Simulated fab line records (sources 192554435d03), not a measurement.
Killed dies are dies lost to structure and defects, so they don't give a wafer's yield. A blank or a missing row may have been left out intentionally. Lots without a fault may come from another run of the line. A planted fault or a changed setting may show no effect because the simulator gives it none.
Matching of chambers | flow n5-finfet | rie-diel-01 running N5_HKMG_FIN_ETCH_67: 4 sister chambers
The step etches SOC in N2/H2, stops on TiN, target depth 388.9 nm. 8 wafers are shown with their chamber, then 8 later ones without.

## WAFERS PAIRED WITH THEIR CHAMBERS
wafer  | chamber | drypump-motor-current-A (A) | showerhead-plenum-p-Torr (Torr)
L076.6 | 1       | 4.8                         | 2.63
L079.4 | 0       | 4.9                         | 2.48
L079.5 | 2       | 6.3                         | 2.52
L083.5 | 0       | 4.9                         | 2.47
L085.1 | 1       | 4.7                         | 2.63
L085.3 | 3       | 4.8                         | 2.52
L085.6 | 3       | 4.9                         | 2.52
L088.1 | 2       | 6.3                         | 2.51

## WAFERS WHOSE CHAMBER IS MISSING
wafer  | drypump-motor-current-A (A) | showerhead-plenum-p-Torr (Torr)
L088.3 | 4.9                         | 2.52
L088.6 | 4.9                         | 2.52
L095.3 | 6.3                         | 2.51
L095.4 | 4.7                         | 2.62
L095.5 | 6.3                         | 2.51
L097.1 | 4.9                         | 2.46
L097.2 | 4.9                         | 2.51
L097.6 | 4.7                         | 2.62

## WHICH CHAMBER EACH WENT THROUGH
wafer  | from the rows above | in truth
L088.3 | 3                   | 3
L088.6 | 3                   | 3
L095.3 | 2                   | 2
L095.4 | 1                   | 1
L095.5 | 2                   | 2
L097.1 | 0                   | 0
L097.2 | 3                   | 3
L097.6 | 1                   | 1
Correct placement for 8 of the 8. Can't be placed from these rows: 0. 0 placed wrongly.
How it was worked out, from the rows above alone: a wafer's distance from a chamber is the root of the sum, over the readings, of the square of ((its reading less the chamber's mean) divided by the reading's scatter). If the next closest chamber is less than 2 further off than the closest, the wafer can't be placed; otherwise it belongs to the closest. The mean given for a chamber averages the wafers shown for that chamber. The scatter is the square root of a quotient: the sum, over the shown wafers, of each reading's squared deviation from its chamber's mean, divided by wafers minus chambers.
